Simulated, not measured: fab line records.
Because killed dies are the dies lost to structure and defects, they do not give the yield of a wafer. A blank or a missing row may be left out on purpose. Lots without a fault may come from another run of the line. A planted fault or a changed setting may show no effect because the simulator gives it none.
Which tool was responsible? :: flow n5-finfet :: 12 lots, 36 wafers sampled, at 4 steps of a route of 1938

== WHAT THE GAUGES READ, wafer by wafer ==
The record holds no reading of a measuring or inspecting step that can be judged against a usual standard deviation.

== EACH LOT AND THE TOOL THAT RAN IT (in order: tool; ch and the chambers of the sampled wafers; start) ==
lot: L122
N5_BEOL_M9_ECD_50: ecd-cu-02 ch 0,1, day 12 13:56
N5_MIM_BOT_ETCH_ETCH_00: rie-metal-01 ch 0,1, day 14 13:33
N5_PASSIVATION_ETCH_59: rie-metal-01 ch 0,1, day 14 18:58
N5_PASSIVATION_PROBE_49: -

lot: L121
N5_BEOL_M9_ECD_50: ecd-cu-02 ch 0,1, day 12 18:33
N5_MIM_BOT_ETCH_ETCH_00: rie-metal-01 ch 0,1, day 14 17:13
N5_PASSIVATION_ETCH_59: rie-metal-03 ch 0,1, day 14 20:31
N5_PASSIVATION_PROBE_49: -

lot: L123
N5_BEOL_M9_ECD_50: ecd-cu-01 ch 0,1, day 13 05:26
N5_MIM_BOT_ETCH_ETCH_00: rie-metal-02 ch 1, day 15 05:22
N5_PASSIVATION_ETCH_59: rie-metal-03 ch 0,1, day 15 08:47
N5_PASSIVATION_PROBE_49: -

lot: L124
N5_BEOL_M9_ECD_50: ecd-cu-02 ch 0,1, day 13 12:35
N5_MIM_BOT_ETCH_ETCH_00: rie-metal-03 ch 0,1, day 15 13:28
N5_PASSIVATION_ETCH_59: rie-metal-02 ch 0,1, day 15 18:52
N5_PASSIVATION_PROBE_49: prober-01, day 15 23:13

lot: L127
N5_BEOL_M9_ECD_50: ecd-cu-02 ch 0,1, day 13 20:51
N5_MIM_BOT_ETCH_ETCH_00: rie-metal-03 ch 0,1, day 15 18:40
N5_PASSIVATION_ETCH_59: rie-metal-01 ch 0,1, day 15 22:54
N5_PASSIVATION_PROBE_49: prober-02, day 16 03:28

lot: L128
N5_BEOL_M9_ECD_50: ecd-cu-02 ch 0,1, day 14 02:26
N5_MIM_BOT_ETCH_ETCH_00: rie-metal-01 ch 0,1, day 16 00:01
N5_PASSIVATION_ETCH_59: rie-metal-02 ch 0,1, day 16 05:04
N5_PASSIVATION_PROBE_49: prober-02, day 16 09:31

lot: L138
N5_BEOL_M9_ECD_50: ecd-cu-01 ch 0,1, day 16 10:34
N5_MIM_BOT_ETCH_ETCH_00: rie-metal-01 ch 0,1, day 18 18:34
N5_PASSIVATION_ETCH_59: rie-metal-03 ch 0,1, day 18 23:47
N5_PASSIVATION_PROBE_49: -

lot: L137
N5_BEOL_M9_ECD_50: ecd-cu-02 ch 0,1, day 17 09:55
N5_MIM_BOT_ETCH_ETCH_00: rie-metal-01 ch 0,1, day 19 06:45
N5_PASSIVATION_ETCH_59: rie-metal-03 ch 0, day 19 12:28
N5_PASSIVATION_PROBE_49: -

lot: L141
N5_BEOL_M9_ECD_50: ecd-cu-02 ch 0,1, day 17 17:49
N5_MIM_BOT_ETCH_ETCH_00: rie-metal-01 ch 0,1, day 19 15:57
N5_PASSIVATION_ETCH_59: rie-metal-01 ch 0,1, day 19 19:39
N5_PASSIVATION_PROBE_49: -

lot: L139
N5_BEOL_M9_ECD_50: ecd-cu-01 ch 1, day 17 22:11
N5_MIM_BOT_ETCH_ETCH_00: rie-metal-01 ch 0,1, day 20 00:35
N5_PASSIVATION_ETCH_59: rie-metal-01 ch 0,1, day 20 08:23
N5_PASSIVATION_PROBE_49: -

lot: L144
N5_BEOL_M9_ECD_50: ecd-cu-02 ch 0,1, day 18 12:57
N5_MIM_BOT_ETCH_ETCH_00: rie-metal-01 ch 0,1, day 20 11:34
N5_PASSIVATION_ETCH_59: rie-metal-03 ch 0, day 20 16:46
N5_PASSIVATION_PROBE_49: -

lot: L143
N5_BEOL_M9_ECD_50: ecd-cu-01 ch 0,1, day 18 13:49
N5_MIM_BOT_ETCH_ETCH_00: rie-metal-02 ch 0,1, day 20 12:45
N5_PASSIVATION_ETCH_59: rie-metal-02 ch 0,1, day 20 16:54
N5_PASSIVATION_PROBE_49: -
- N5_BEOL_M9_ECD_50: material Cu, target thk 318 nm.
- N5_MIM_BOT_ETCH_ETCH_00: etches TiN in Cl2/BCl3, target depth 45.5 nm.
- N5_PASSIVATION_ETCH_59: etches TaN in Cl2/BCl3, target depth 65 nm, time 34.9 s.
- N5_PASSIVATION_PROBE_49

== WHAT THE TOOLS THEMSELVES READ (means of the sampled wafers that have a number; where no wafer has one, the mark that the record gives instead) ==
N5_MIM_BOT_ETCH_ETCH_00. Usual: chamber-pressure-mTorr 9.999 mTorr, standard deviation 0.0088; drypump-motor-current-A 5.7 A, standard deviation 0.42; oes-product-au 0.80 a.u., standard deviation 0.08; throttle-valve-pct 21.90 %, standard deviation 0.26.
lot: L122
tool: rie-metal-01
chamber-pressure-mTorr (mTorr): 10.002
drypump-motor-current-A (A): 5.6
oes-product-au (a.u.): 0.84
throttle-valve-pct (%): 21.67
flag: 

lot: L121
tool: rie-metal-01
chamber-pressure-mTorr (mTorr): 9.995
drypump-motor-current-A (A): 5.6
oes-product-au (a.u.): 0.85
throttle-valve-pct (%): 21.66
flag: 

lot: L123
tool: rie-metal-02
chamber-pressure-mTorr (mTorr): 10.000
drypump-motor-current-A (A): 6.1
oes-product-au (a.u.): 0.90
throttle-valve-pct (%): 22.08
flag: 

lot: L124
tool: rie-metal-03
chamber-pressure-mTorr (mTorr): 10.006
drypump-motor-current-A (A): 5.7
oes-product-au (a.u.): 0.75
throttle-valve-pct (%): 21.74
flag: 

lot: L127
tool: rie-metal-03
chamber-pressure-mTorr (mTorr): 9.995
drypump-motor-current-A (A): 5.7
oes-product-au (a.u.): 0.73
throttle-valve-pct (%): 21.85
flag: 

lot: L128
tool: rie-metal-01
chamber-pressure-mTorr (mTorr): 9.998
drypump-motor-current-A (A): 5.3
oes-product-au (a.u.): 0.80
throttle-valve-pct (%): 21.76
flag: 

lot: L138
tool: rie-metal-01
chamber-pressure-mTorr (mTorr): 10.007
drypump-motor-current-A (A): 5.3
oes-product-au (a.u.): 0.79
throttle-valve-pct (%): 21.77
flag: 

lot: L137
tool: rie-metal-01
chamber-pressure-mTorr (mTorr): 9.995
drypump-motor-current-A (A): 5.6
oes-product-au (a.u.): 0.80
throttle-valve-pct (%): 21.69
flag: 

lot: L141
tool: rie-metal-01
chamber-pressure-mTorr (mTorr): 10.000
drypump-motor-current-A (A): 5.3
oes-product-au (a.u.): 0.77
throttle-valve-pct (%): 21.80
flag: 

lot: L139
tool: rie-metal-01
chamber-pressure-mTorr (mTorr): 9.995
drypump-motor-current-A (A): 5.6
oes-product-au (a.u.): 0.80
throttle-valve-pct (%): 21.70
flag: 

lot: L144
tool: rie-metal-01
chamber-pressure-mTorr (mTorr): 10.001
drypump-motor-current-A (A): 5.6
oes-product-au (a.u.): 0.80
throttle-valve-pct (%): 21.70
flag: 

lot: L143
tool: rie-metal-02
chamber-pressure-mTorr (mTorr): 10.001
drypump-motor-current-A (A): 6.1
oes-product-au (a.u.): 0.91
throttle-valve-pct (%): 22.11
flag: 

N5_PASSIVATION_ETCH_59. Usual: chamber-pressure-mTorr 9.999 mTorr, standard deviation 0.01; drypump-motor-current-A 5.7 A, standard deviation 0.38; oes-product-au 0.78 a.u., standard deviation 0.07; throttle-valve-pct 21.05 %, standard deviation 0.26.
lot: L122
tool: rie-metal-01
chamber-pressure-mTorr (mTorr): 9.998
drypump-motor-current-A (A): 5.3
oes-product-au (a.u.): 0.81
throttle-valve-pct (%): 20.91
flag: 

lot: L121
tool: rie-metal-03
chamber-pressure-mTorr (mTorr): 9.999
drypump-motor-current-A (A): 5.7
oes-product-au (a.u.): 0.75
throttle-valve-pct (%): 21.03
flag: 

lot: L123
tool: rie-metal-03
chamber-pressure-mTorr (mTorr): 9.993
drypump-motor-current-A (A): 5.7
oes-product-au (a.u.): 0.76
throttle-valve-pct (%): 20.91
flag: 

lot: L124
tool: rie-metal-02
chamber-pressure-mTorr (mTorr): 10.009
drypump-motor-current-A (A): 6.0
oes-product-au (a.u.): 0.82
throttle-valve-pct (%): 21.39
flag: 

lot: L127
tool: rie-metal-01
chamber-pressure-mTorr (mTorr): 10.010
drypump-motor-current-A (A): 5.6
oes-product-au (a.u.): 0.84
throttle-valve-pct (%): 20.87
flag: 

lot: L128
tool: rie-metal-02
chamber-pressure-mTorr (mTorr): 10.002
drypump-motor-current-A (A): 6.2
oes-product-au (a.u.): 0.73
throttle-valve-pct (%): 21.54
flag: 

lot: L138
tool: rie-metal-03
chamber-pressure-mTorr (mTorr): 9.998
drypump-motor-current-A (A): 5.7
oes-product-au (a.u.): 0.74
throttle-valve-pct (%): 20.94
flag: 

lot: L137
tool: rie-metal-03
chamber-pressure-mTorr (mTorr): 9.998
drypump-motor-current-A (A): 5.7
oes-product-au (a.u.): 0.75
throttle-valve-pct (%): 20.79
flag: 

lot: L141
tool: rie-metal-01
chamber-pressure-mTorr (mTorr): 10.000
drypump-motor-current-A (A): 5.6
oes-product-au (a.u.): 0.80
throttle-valve-pct (%): 20.91
flag: 

lot: L139
tool: rie-metal-01
chamber-pressure-mTorr (mTorr): 9.998
drypump-motor-current-A (A): 5.3
oes-product-au (a.u.): 0.77
throttle-valve-pct (%): 20.94
flag: 

lot: L144
tool: rie-metal-03
chamber-pressure-mTorr (mTorr): 10.004
drypump-motor-current-A (A): 5.7
oes-product-au (a.u.): 0.76
throttle-valve-pct (%): 20.78
flag: 

lot: L143
tool: rie-metal-02
chamber-pressure-mTorr (mTorr): 10.001
drypump-motor-current-A (A): 6.1
oes-product-au (a.u.): 0.92
throttle-valve-pct (%): 21.26
flag: 

N5_PASSIVATION_PROBE_49. Usual: defect-limited-yield 91.4 %, standard deviation 1.4; killed_at_M0_to_M3 34, standard deviation 9.1; killed_at_M4_up 14, standard deviation 5.2; killed-at-contacts 12, standard deviation 6.4; killed-at-front-end 38, standard deviation 11; killed-at-other 3.7, standard deviation 2.8; killed-dies 102, standard deviation 17; killed-on-rim 14, standard deviation 3.9; killed-open 68, standard deviation 13; killed-short 32, standard deviation 7.8; sort_bin_4_leakage 0.05 %, standard deviation 0.3; sort_bin_5_function 5.1 %, standard deviation 1; sort_bin_6_memory 3.2 %, standard deviation 0.66; sort-n-pass 1076, standard deviation 19; sort-yield-pct 91.2 %, standard deviation 1.6.
lot: L124
tool: prober-01
defect-limited-yield (%): 77.6
killed_at_M0_to_M3: 33
killed_at_M4_up: 180
killed-at-contacts: 11
killed-at-front-end: 33
killed-at-other: 7.3
killed-dies: 264
killed-on-rim: 38
killed-open: 70
killed-short: 29
sort_bin_4_leakage (%): 0.00
sort_bin_5_function (%): 13.1
sort_bin_6_memory (%): 8.2
sort-n-pass: 916
sort-yield-pct (%): 77.6
flag: OFF

lot: L127
tool: prober-02
defect-limited-yield (%): 83.4
killed_at_M0_to_M3: 36
killed_at_M4_up: 96
killed-at-contacts: 17
killed-at-front-end: 42
killed-at-other: 4.7
killed-dies: 196
killed-on-rim: 24
killed-open: 79
killed-short: 31
sort_bin_4_leakage (%): 0.00
sort_bin_5_function (%): 9.7
sort_bin_6_memory (%): 6.0
sort-n-pass: 984
sort-yield-pct (%): 83.4
flag: OFF

lot: L128
tool: prober-02
defect-limited-yield (%): 79.3
killed_at_M0_to_M3: 28
killed_at_M4_up: 178
killed-at-contacts: 9
killed-at-front-end: 29
killed-at-other: 0.3
killed-dies: 244
killed-on-rim: 31
killed-open: 56
killed-short: 21
sort_bin_4_leakage (%): 0.00
sort_bin_5_function (%): 12.3
sort_bin_6_memory (%): 7.2
sort-n-pass: 936
sort-yield-pct (%): 79.3
flag: OFF

== THE ANSWER, worked out from the rows above alone ==
Rule: a lot is off if the mean of its wafers that have a number lies more than 3 standard deviations from the usual mean. Also off: a lot with no number at a reading for which 4 or more lots have one. Where the step has rows for the other lots, those lots are counted as sound. The gauges are gone through in route order, then the tools' own readings, and for those a lot's mean is taken as printed above. At the first step where some lot is off, the reading lying furthest off is the one used; lots without a number count as furthest.
Off at N5_PASSIVATION_PROBE_49 (killed_at_M4_up): L124, L127, L128. Neither off nor sound, because the step has no rows for them: L122, L121, L123, L138, L137, L141, L139, L144, L143.
If a tool, at that step or one of the process steps before it, ran each lot that is off and ran no sound lot following the first of them, it fits. One fits: N5_BEOL_M9_ECD_50 on ecd-cu-02. It ran no sound lot before its first lot that is off in this sample, so the start can't be narrowed down.

== WHAT HAD BEEN PUT IN BY THE SIMULATOR ==
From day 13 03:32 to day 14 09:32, ecd-cu-02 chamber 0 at N5_BEOL_M9_ECD_50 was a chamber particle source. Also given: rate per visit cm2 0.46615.
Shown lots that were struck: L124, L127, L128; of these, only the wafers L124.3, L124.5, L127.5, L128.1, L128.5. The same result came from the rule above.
